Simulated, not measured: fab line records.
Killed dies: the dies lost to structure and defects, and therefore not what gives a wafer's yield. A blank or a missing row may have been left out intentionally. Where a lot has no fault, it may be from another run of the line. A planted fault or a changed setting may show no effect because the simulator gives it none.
A lot that was struck, set against a sound lot    flow n5Finfet    17 steps out of a route of 1938
Sound: wafers L677.3, L677.5, L677.6. Struck: wafer L688.4; the same lot's L688.1 was not struck, so it is left out; see the end for the cause.
At each step with rows: each side's tool, then ch and its chambers, then its first start. Under that, the readings that differ: sound wafers    struck wafers    difference of the means    sigmas: that difference in standard deviations of wafers without a fault.
alike: a reading whose means differ by less than 2 such deviations, as well as words and numbers matching on both sides. not compared: withheld readings; readings where some wafer has no value; bounds like >300 that might hide an equal value; numbers whose values overlap and for which the record gives no deviation.
Wherever a step has rows on one side only, a row that says differs or no value, or a row with sigmas, the two part there. Non-overlapping numbers with no deviation appear without sigmas and do not part them. Lack of a reading on every wafer of one side parts them only where that side has two or more wafers.

first, 9 steps without rows for these wafers: N5_BEOL_M7_COAT_63 (time 60 s, resist thk 60 nm); N5_BEOL_M7_COAT_64 (time 60 s, resist thk 12 nm); N5_BEOL_M7_COAT_71 (time 60 s, resist thk 5 nm); N5_BEOL_M7_COAT_22 (resist thk 30 nm); N5_BEOL_M7_EBR_24; N5_BEOL_M7_SOFTBAKE_23 (time 60 s); N5_BEOL_M7_EXPOSE_25 (exposes mask V6, target cd 40 nm); N5_BEOL_M7_PEB_26 (peb time 60 s); N5_BEOL_M7_DEVELOP_27 (develop time 30 s).
N5_BEOL_M7_CD_MEAS_28: the cd target is 40 nm.
  sound on cdSem-02 ch 0, day 13 18:21; struck on cdSem-03 ch 0, day 16 17:37
reading    sound              struck  difference  sigmas
cdNm (nm)  40.10 39.88 40.23  39.55   -0.52       -2
N5_BEOL_M7_OVL_MEAS_29:
  sound on overlay-01 ch 0, day 13 18:23; struck on overlay-01 ch 0, day 16 17:38
reading      sound        struck  difference  sigmas
V6_OVL (nm)  0.6 0.2 1.0  -1.1    -1.7        -2
N5_BEOL_M7_INSPECT_30: inspects for defects (brightfield).
  struck on defectInspect-02, day 16 17:42; sound on defectInspect-01, day 13 18:26
  alike: rawDefectCount
N5_BEOL_M7_DESCUM_33: chemistry O2, time 7 s.
  sound on rieDiel-06 ch 1,2, day 13 18:36; struck on rieDiel-06 ch 2, day 16 18:12
reading                                      sound         struck  difference  sigmas
model.CAR-EUV_of_BEOL_M7_COAT_22.thkNm (nm)  26.2 26 26.2  26.6    +0.5        
  alike: drypumpMotorCurrentA, oesProductAu, rfVppV, showerheadPlenumPTorr, throttleValvePct
  not compared: rfFwdPowerW, rfHoursCounterH
N5_BEOL_M7_ETCH_72: etches underlayer in N2/H2, target depth 6.5 nm, time 5.2 s.
  sound on rieDiel-06 ch 1,2, day 13 18:38; struck on rieDiel-06 ch 2, day 16 18:14
reading          sound              struck  difference  sigmas
rfFwdPowerW (W)  813.3 816.7 814.4  823.0   +8.2        +3
  alike: drypumpMotorCurrentA, etchRfOnTimeS, oesProductAu, rfVppV, showerheadPlenumPTorr, throttleValvePct
  not compared: rfHoursCounterH
N5_BEOL_M7_ETCH_65: etches SiARC in CF4, target depth 15.6 nm, time 26 s.
  sound on rieDiel-06 ch 1,2, day 13 18:39; struck on rieDiel-06 ch 2, day 16 18:15
reading                                      sound     struck  difference  sigmas
model.CAR-EUV_of_BEOL_M7_COAT_22.thkNm (nm)  11 11 11  11.6    +0.6        
  alike: drypumpMotorCurrentA, etchRfOnTimeS, mfcArSccm, oesProductAu, rfFwdPowerW, rfVppV, showerheadPlenumPTorr, throttleValvePct
  not compared: rfHoursCounterH
N5_BEOL_M7_ETCH_66: etches SOC in N2/H2, target depth 80 nm, overetch 16 nm, time 120 s.
  sound on rieDiel-06 ch 1,2, day 13 18:41; struck on rieDiel-06 ch 2, day 16 18:17
  alike: drypumpMotorCurrentA, oesProductAu, rfFwdPowerW, rfVppV, showerheadPlenumPTorr, throttleValvePct
  not compared: rfHoursCounterH
N5_PASSIVATION_PROBE_49:
  the record holds rows for the sound wafers here (prober-01, day 16 20:54) but none for the struck ones

== WHERE THEY PART ==
Last at N5_PASSIVATION_PROBE_49 as far as this record goes, first at N5_BEOL_M7_CD_MEAS_28.

WHY: the cause the simulator had injected
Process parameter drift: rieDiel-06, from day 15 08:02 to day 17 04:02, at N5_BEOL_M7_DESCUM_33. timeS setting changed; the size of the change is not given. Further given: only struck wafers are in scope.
